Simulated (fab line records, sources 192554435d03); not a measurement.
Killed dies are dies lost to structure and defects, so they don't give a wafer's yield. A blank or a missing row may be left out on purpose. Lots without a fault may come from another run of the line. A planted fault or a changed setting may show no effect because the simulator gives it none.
Chamber matching | flow n5_finfet | N5_BEOL_M15_TRENCH_ETCH_34 on rie_diel-04: 4 sister chambers
The step etches SiO2 in C4F8/O2/Ar, target depth 872.93 nm, time 199 s. 14 wafers are shown with their chamber, then 7 later ones without.

WAFERS WITH THEIR CHAMBER
wafer  | chamber | showerhead_plenum_p_Torr (Torr) | drypump_motor_current_A (A) | throttle_valve_pct (%)
L076.1 | 2       | 3.51                            | 5.5                         | 30.91
L076.2 | 1       | 3.45                            | 6.2                         | 30.89
L076.4 | 0       | 3.21                            | 6.4                         | 31.26
L079.2 | 1       | 3.45                            | 6.2                         | 30.89
L079.3 | 2       | 3.50                            | 5.5                         | 30.90
L079.4 | 0       | 3.21                            | 6.3                         | 31.26
L080.2 | 3       | 3.36                            | 6.1                         | 30.90
L080.4 | 0       | 3.21                            | 6.4                         | 31.25
L080.5 | 3       | 3.36                            | 6.1                         | 30.90
L085.1 | 2       | 3.50                            | 5.5                         | 30.91
L085.4 | 0       | 3.20                            | 6.4                         | 31.28
L085.5 | 3       | 3.36                            | 6.1                         | 30.93
L087.1 | 1       | 3.44                            | 6.2                         | 30.90
L087.2 | 3       | 3.36                            | 6.1                         | 30.91

SIGNATURES (means of the wafers above)
reading                  | chamber 0 | chamber 1 | chamber 2 | chamber 3 | scatter within a chamber
showerhead_plenum_p_Torr | 3.2075    | 3.4467    | 3.5033    | 3.3600    | 0.00456
drypump_motor_current_A  | 6.375     | 6.200     | 5.500     | 6.100     | 0.0274
throttle_valve_pct       | 31.2625   | 30.8933   | 30.9067   | 30.9100   | 0.011
Rule: a wafer's distance from a chamber is the root of the sum, over the readings, of the square of ((its reading less the chamber's mean) divided by the reading's scatter). The wafer belongs to the nearest chamber; if the next one is less than 2 further off, it can't be placed. The scatter: the root of (the sum of the squares of (reading less its chamber's mean) over the shown wafers, divided by (wafers less chambers)).

WAFERS WITHOUT THEIR CHAMBER
wafer  | showerhead_plenum_p_Torr (Torr) | drypump_motor_current_A (A) | throttle_valve_pct (%)
L087.3 | 3.20                            | 6.3                         | 31.27
L092.1 | 3.49                            | 5.5                         | 30.90
L092.4 | 3.35                            | 6.0                         | 30.93
L092.5 | 3.35                            | 6.1                         | 30.95
L094.2 | 3.44                            | 6.2                         | 30.91
L094.3 | 3.35                            | 6.0                         | 30.92
L094.6 | 3.44                            | 6.2                         | 30.90

WHICH CHAMBER EACH WENT THROUGH
wafer  | from the rows above | in truth
L087.3 | 0                   | 0
L092.1 | 2                   | 2
L092.4 | 3                   | 3
L092.5 | 3                   | 3
L094.2 | 1                   | 1
L094.3 | 3                   | 3
L094.6 | 1                   | 1
Placed correctly: 7 of 7. Can't be placed from these rows: 0. Placed wrongly: 0.
